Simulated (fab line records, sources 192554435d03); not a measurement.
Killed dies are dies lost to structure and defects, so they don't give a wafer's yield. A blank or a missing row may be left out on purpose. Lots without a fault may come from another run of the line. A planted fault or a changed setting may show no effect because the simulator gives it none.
One fault seen from 3 desks | flow n5_finfet | each desk has only its own numbers; what lay behind them comes last

THE TOOL OWNER'S DESK: epi_rpcvd-03
The tool's own readings at N5_WELL_APT_EPI_41 (deposits Si from SiH4/H2, target thk 50 nm, time 297.7 s): means of the sampled wafers that have a number, for each lot that ran on this tool. A lot is out of limits, marked OUT, if its mean lies more than 4 standard deviations from the usual mean; the brackets give that distance.
Columns: A = susceptor_temp_C at N5_WELL_APT_EPI_41, usual 650.00 C; B = throttle_valve_pct at N5_WELL_APT_EPI_41, usual 11.21 %
lot  | first seen here | A      | B
L253 | day 2 22:11     | 650.11 | 11.12
L259 | day 4 10:27     | 649.98 | 11.22
L262 | day 5 05:22     | 650.11 | 10.98
L264 | day 5 16:54     | 650.11 | 11.09
This desk's finding: nothing out of limits on any of the 4 lots.

THE DEFECT DESK
What the inspections along the route counted, lot by lot: means of the sampled wafers that have a number. A lot is out of limits, marked OUT, if its mean lies more than 4 standard deviations from the usual mean; the brackets give that distance.
Columns: A = raw_defect_count at N5_WELL_APT_INSPECT_27, usual 1.9; B = raw_defect_count at N5_WELL_APT_INSPECT_38, usual 14; C = raw_defect_count at N5_PMOS_HMC_CHANNEL_EPI_INSPECT_11, usual 2.0
lot  | first seen here | A   | B  | C
L248 | day 1 15:01     | 2.3 | 14 | 3.0
L253 | day 2 21:03     | 2.7 | 14 | 4.3
L259 | day 4 09:08     | 1.7 | 16 | 1.0
L262 | day 5 03:02     | 2.0 | 6  | 2.0
L264 | day 5 15:19     | 2.5 | 17 | 1.5
L271 | day 7 09:02     | 2.0 | 10 | 2.7
This desk's finding: nothing out of limits on any of the 6 lots.

THE METROLOGY DESK
What the gauges read, lot by lot, whatever tool the lot ran on: means of the sampled wafers that have a number. A lot is out of limits, marked OUT, if its mean lies more than 4 standard deviations from the usual mean; the brackets give that distance.
Columns: A = cd_nm at N5_WELL_APT_CD_MEAS_25, usual 199.4 nm; B = PWELL_OVL at N5_WELL_APT_OVL_MEAS_26, usual -1 nm; C = cd_nm at N5_PMOS_HMC_CHANNEL_EPI_CD_MEAS_09, usual 237.1 nm; D = PMOS_HMC_BLK_OVL at N5_PMOS_HMC_CHANNEL_EPI_OVL_MEAS_10, usual -0.2 nm; E = HMC_CMP_THK at N5_PMOS_HMC_CHANNEL_EPI_THK_MEAS_22, usual 54.1 nm
lot  | first seen here | A     | B  | C     | D    | E
L248 | day 1 14:58     | 197.5 | 4  | 237.3 | 0.0  | 53.6
L253 | day 2 21:00     | 199.9 | -0 | 237.4 | 0.2  | 52.9
L259 | day 4 09:04     | 199.3 | -6 | 235.7 | 0.5  | 55.7
L262 | day 5 02:59     | 199.6 | 0  | 236.7 | -1.0 | 56.0
L264 | day 5 15:15     | 201.7 | -2 | 237.9 | 0.1  | 55.4
L271 | day 7 08:59     | 200.5 | 3  | 237.1 | 0.6  | 54.0
This desk's finding: nothing out of limits on any of the 6 lots.

PUT TOGETHER
The tool owner's desk saw nothing out of limits.
The defect desk saw nothing out of limits.
The metrology desk saw nothing out of limits.

WHAT THE SIMULATOR HAD PUT IN
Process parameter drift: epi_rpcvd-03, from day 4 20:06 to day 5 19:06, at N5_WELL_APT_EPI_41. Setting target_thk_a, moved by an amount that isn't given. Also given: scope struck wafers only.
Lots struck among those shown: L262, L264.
